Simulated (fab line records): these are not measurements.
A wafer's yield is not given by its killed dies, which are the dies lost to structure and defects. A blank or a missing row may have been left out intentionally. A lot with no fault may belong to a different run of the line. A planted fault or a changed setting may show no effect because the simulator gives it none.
A struck lot beside a sound one :: flow n5-finfet :: 16 steps out of a route of 1938
Sound: wafers L176.2, L176.3, L176.4. Wafers L166.2, L166.3, L166.5 were the ones struck. The cause is named last.
Per side, at each step with rows, come the tool, then ch with its chambers, and then its first start. Under that, the readings that differ: sound wafers :: struck wafers :: difference of the means :: sigmas: that difference in standard deviations of wafers without a fault.
alike: words and numbers the same on both sides, and readings whose means are apart by under 2 such deviations; not compared: readings that were withheld, readings missing a value for some wafer, numbers with overlapping values and no deviation given by the record, and bounds like >300 which may hide the same value.
The two part at a step that has a row with sigmas, a row that says differs or no value, or rows on one side only. Numbers that have no deviation but don't overlap get no sigmas and don't part them. A reading missing from all wafers of one side parts the sides only when that side holds two or more wafers.

first, 1 step without rows for these wafers: N5_BEOL_M1_PRE_CLEAN_45 (time 30 s).
N5_BEOL_M1_ALD_84: deposits TaN, pulse time 2 s, purge time 3 s, co reactant purge time 2 s.
  sound on ald-metal-01 ch 0,2,3, day 10 02:25; struck on ald-metal-02 ch 0,2, day 8 00:38
  alike: heater-power-w
N5_BEOL_M1_SURFACE_TREAT_85:
  sound on pvd-sputter-02 at day 10 02:39; struck on pvd-sputter-01 at day 8 00:53
  alike: ar-flow-sccm
  not compared: throttle-valve-pct
then, 3 steps without rows for these wafers: N5_BEOL_M1_CVD_47 (deposits Co from CCTBA/H2, target thk 3 nm, time 223.8 s); N5_BEOL_M1_SPUTTER_48 (material Cu, target thk 4.5 nm, time 8.29 s); N5_BEOL_M1_ANNEAL_49 (time 240 s).
N5_BEOL_M1_SPUTTER_79: material Cu, target thk 4.5 nm, time 8.29 s.
  sound on pvd-sputter-03 at day 10 03:05; struck on pvd-sputter-03 at day 8 03:13
  alike: chamber-pressure-pa, chuck-gas-flow-sccm, substrate-temp-c, throttle-valve-pct
then, 1 step without rows for these wafers: N5_BEOL_M1_ANNEAL_80 (time 240 s).
N5_BEOL_M1_SPUTTER_81: material Cu, target thk 4.5 nm, time 8.29 s.
  sound on pvd-sputter-03 at day 10 03:19; struck on pvd-sputter-03 at day 8 03:26
  alike: chamber-pressure-pa, chuck-gas-flow-sccm, substrate-temp-c, throttle-valve-pct
then, 2 steps without rows for these wafers: N5_BEOL_M1_ANNEAL_82 (time 240 s); N5_BEOL_M1_SPUTTER_86 (material Cu, target thk 4.5 nm, time 8.29 s).
N5_BEOL_M1_ANNEAL_87: time 240 s.
  sound on pvd-sputter-03 at day 10 03:37; struck on pvd-sputter-03 at day 8 03:44
  alike: heater-power-w
N5_BEOL_M1_SPUTTER_88: material Cu, target thk 4.5 nm, time 8.29 s.
  sound on pvd-sputter-03 at day 10 03:45; struck on pvd-sputter-03 at day 8 03:53
  no value came back on the struck wafers for chamber-pressure-pa (Pa), chuck-gas-flow-sccm (sccm), substrate-temp-c (C), throttle-valve-pct (%); on the sound wafers chamber-pressure-pa (Pa) reads 0.07011 0.07002 0.07006
then, 1 step without rows for these wafers: N5_BEOL_M1_ANNEAL_89 (time 240 s).
N5_BEOL_M4_RC_MEAS_101:
  sound on prober-02 ch 0, day 12 11:51; struck on prober-02 ch 0, day 9 23:25
  alike: DIBL_N, DIBL_P, IOFF_N, IOFF_P, ION_N, ION_P, SS_N, SS_P, VT_N, VT_P
-- the record jumps here: 5 days lie between the struck wafers' starts before and after (it left off in module BEOL_M4 and takes up again in module PASSIVATION, whose first step shown is number 1936 of the route) --
N5_PASSIVATION_PROBE_49:
  only the struck wafers here have rows in the record (prober-02, day 14 14:32); the sound ones have none

WHERE THEY PART
Earliest at N5_BEOL_M1_SPUTTER_88; latest, in this record, at N5_PASSIVATION_PROBE_49.

WHY: what the simulator had put in
Beginning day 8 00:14, the whole step at N5_BEOL_M1_SPUTTER_88 was skipped on pvd-sputter-03. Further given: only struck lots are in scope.
